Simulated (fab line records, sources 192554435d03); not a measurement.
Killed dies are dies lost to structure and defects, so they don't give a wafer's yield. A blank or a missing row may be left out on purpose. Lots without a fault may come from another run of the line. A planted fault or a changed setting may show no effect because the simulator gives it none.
A struck lot beside a sound one | flow n5_finfet | 14 steps out of a route of 1938
Sound: wafers L253.1, L253.2, L253.3. Struck: wafer L256.3. (L256.1, L256.5 of the same lot were not struck and are left out.) The cause comes at the end.
At each step with rows: each side's tool, then ch and its chambers, then its first start. Under that, the readings that differ: sound wafers | struck wafers | difference of the means | sigmas: that difference in standard deviations of wafers without a fault.
alike: readings whose means differ by less than 2 such deviations, and words and numbers that are the same on both sides. not compared: withheld readings, readings that some wafer has no value for, bounds like >300 that may hide the same value, and numbers for which the record gives no deviation and whose values overlap.
The two part at a step that has a row with sigmas, a row that says differs or no value, or rows on one side only. Numbers that don't overlap but have no deviation are shown without sigmas and don't part them. A reading that every wafer of one side lacks parts them only if that side has two wafers or more.

first, 8 steps without rows for these wafers: N5_PASSIVATION_HMDS_37 (time 60 s); N5_PASSIVATION_COAT_38; N5_PASSIVATION_EBR_40; N5_PASSIVATION_SOFTBAKE_39 (time 120 s); N5_PASSIVATION_EXPOSE_41 (exposes mask PASS OPEN, defocus 0 nm, target cd 40000 nm); N5_PASSIVATION_PEB_42; N5_PASSIVATION_DEVELOP_43 (develop time 60 s); N5_PASSIVATION_HARDBAKE_45 (time 120 s).
N5_PASSIVATION_CD_MEAS_44: target cd 40000 nm.
  sound on cd_sem-03 ch 0, day 15 11:34; struck on cd_sem-03 ch 0, day 16 14:48
  alike: cd_nm
N5_PASSIVATION_OVL_MEAS_66:
  sound on overlay-02 ch 0, day 15 11:35; struck on overlay-01 ch 0, day 16 14:50
  alike: PASS_OPEN_OVL
N5_PASSIVATION_INSPECT_67: inspects for defects (macro).
  sound on defect_inspect-02, day 15 11:37; struck on defect_inspect-02, day 16 14:51
  alike: raw_defect_count
N5_PASSIVATION_DESCUM_46: chemistry O2, time 7.9 s.
  sound on rie_diel-02 ch 0,1,2, day 15 11:44; struck on rie_diel-06 ch 3, day 16 14:54
  reading                         | sound             | struck | difference | sigmas
  rf_vpp_V (V)                    | 245.0 243.9 245.6 | 241.4  | -3.4       | -3
  showerhead_plenum_p_Torr (Torr) | 2.15 2.16 2.22    | 2.01   | -0.17      | -2
  alike: drypump_motor_current_A, oes_product_au, throttle_valve_pct
  not compared: rf_hours_counter_h
N5_PASSIVATION_PASS_ETCH_47: etches SiNx in CF4/O2, target depth 770 nm, time 385 s.
  sound on rie_diel-02 ch 0,1,2, day 15 11:47; struck on rie_diel-06 ch 3, day 16 14:56
  reading                         | sound             | struck | difference | sigmas
  run_length_s (s)                | 408.5 409.4 408.0 | 447.0  | +38.4      | +99 or more
  showerhead_plenum_p_Torr (Torr) | 2.26 2.23 2.34    | 2.14   | -0.14      | -2
  model.etch.depth_nm (nm)        | 779.8 753.8 765.9 | 847.9  | +81.4      |
  alike: drypump_motor_current_A, oes_product_au, rf_vpp_V, throttle_valve_pct
  not compared: rf_hours_counter_h
N5_PASSIVATION_ETCH_54: etches SiO2 in CHF3/O2, target depth 880 nm, time 440 s.
  sound on rie_diel-02 ch 0,1,2, day 15 12:00; struck on rie_diel-06 ch 3, day 16 15:10
  reading                         | sound          | struck | difference | sigmas
  showerhead_plenum_p_Torr (Torr) | 2.47 2.44 2.55 | 2.34   | -0.15      | -2
  alike: drypump_motor_current_A, oes_product_au, rf_vpp_V, throttle_valve_pct
  not compared: rf_hours_counter_h

WHERE THEY PART
First at N5_PASSIVATION_DESCUM_46; last, within this record, at N5_PASSIVATION_ETCH_54.

WHY: what the simulator had put in
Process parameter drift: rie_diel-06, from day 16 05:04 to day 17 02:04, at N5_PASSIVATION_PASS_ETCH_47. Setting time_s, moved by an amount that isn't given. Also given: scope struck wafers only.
